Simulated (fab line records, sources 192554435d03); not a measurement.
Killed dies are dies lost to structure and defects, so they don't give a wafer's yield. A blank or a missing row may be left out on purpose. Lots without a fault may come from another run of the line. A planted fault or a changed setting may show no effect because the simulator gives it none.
One fault seen from 3 desks | flow n5_finfet | each desk has only its own numbers; what lay behind them comes last

THE METROLOGY DESK
What the gauges read, lot by lot, whatever tool the lot ran on: means of the sampled wafers that have a number. A lot is out of limits, marked OUT, if its mean lies more than 4 standard deviations from the usual mean; the brackets give that distance.
Columns: A = V5_OVL at N5_BEOL_M6_OVL_MEAS_29, usual 0.1 nm
lot  | first seen here | A
L962 | day 8 13:44     | 1.0
L964 | day 9 11:08     | -1.1
L967 | day 9 16:19     | -0.7
L966 | day 9 16:29     | 0.1
L969 | day 10 14:19    | 0.8
L971 | day 10 22:25    | -0.3
L976 | day 12 03:22    | -0.6
L975 | day 12 12:07    | 0.3
L979 | day 12 20:20    | -0.1
L981 | day 13 06:00    | 0.2
L980 | day 13 12:08    | 0.1
This desk's finding: nothing out of limits on any of the 11 lots.

THE DEFECT DESK
What the inspections along the route counted, lot by lot: means of the sampled wafers that have a number. A lot is out of limits, marked OUT, if its mean lies more than 4 standard deviations from the usual mean; the brackets give that distance.
Columns: A = raw_defect_count at N5_BEOL_M6_INSPECT_30, usual 439
lot  | first seen here | A
L962 | day 8 13:47     | 414
L964 | day 9 11:10     | 292
L967 | day 9 16:22     | 402
L966 | day 9 16:32     | 416
L969 | day 10 14:21    | 494
L971 | day 10 22:29    | 424
L976 | day 12 03:25    | 443
L975 | day 12 12:11    | 645
L979 | day 12 20:24    | 434
L981 | day 13 06:04    | 411
L980 | day 13 12:11    | 417
This desk's finding: nothing out of limits on any of the 11 lots.

THE TOOL OWNER'S DESK: rie_diel-06
The tool's own readings at N5_BEOL_M6_STRIP_36 (strips in N2/H2): means of the sampled wafers that have a number, for each lot that ran on this tool. A lot is out of limits, marked OUT, if its mean lies more than 4 standard deviations from the usual mean; the brackets give that distance.
Columns: A = drypump_motor_current_A at N5_BEOL_M6_STRIP_36, usual 5.8 A; B = h2_flow_sccm at N5_BEOL_M6_STRIP_36, usual 199.9 sccm; C = oes_product_au at N5_BEOL_M6_STRIP_36, usual 0.81 a.u.; D = rf_vpp_V at N5_BEOL_M6_STRIP_36, usual 59.3 V; E = showerhead_plenum_p_Torr at N5_BEOL_M6_STRIP_36, usual 2.58 Torr; F = throttle_valve_pct at N5_BEOL_M6_STRIP_36, usual 23.42 %
lot  | first seen here | A   | B               | C    | D    | E    | F
L962 | day 8 15:04     | 6.4 | 199.9           | 0.70 | 59.5 | 2.45 | 23.37
L964 | day 9 12:02     | 6.1 | 199.7           | 0.71 | 58.5 | 2.49 | 23.38
L976 | day 12 03:54    | 6.0 | 193.2 (-12) OUT | 0.82 | 59.0 | 2.50 | 23.07
L975 | day 12 12:27    | 6.2 | 192.7 (-12) OUT | 0.85 | 57.7 | 2.58 | 23.07
This desk's finding: out of limits on L975, L976; first on L976, day 12 03:54 (h2_flow_sccm at N5_BEOL_M6_STRIP_36). In limits: L962, L964.

PUT TOGETHER
The tool owner's desk could have raised an alarm at day 12 03:54, on L975, L976.
The metrology desk saw nothing out of limits.
The defect desk saw nothing out of limits.
The metrology desk has L975, L976 on record, within its limits.
The defect desk has L975, L976 on record, within its limits.
Of the lots named, all ran N5_BEOL_M6_STRIP_36 on rie_diel-06.

WHAT THE SIMULATOR HAD PUT IN
Process parameter drift: rie_diel-06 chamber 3, from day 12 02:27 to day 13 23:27, at N5_BEOL_M6_STRIP_36. Setting h2_flow_sccm, moved by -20, from 200. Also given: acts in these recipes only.
Lots struck among those shown: L975, L976.
Hours from the fault's start to each desk's first reading out of limits: the tool owner's desk, 1.
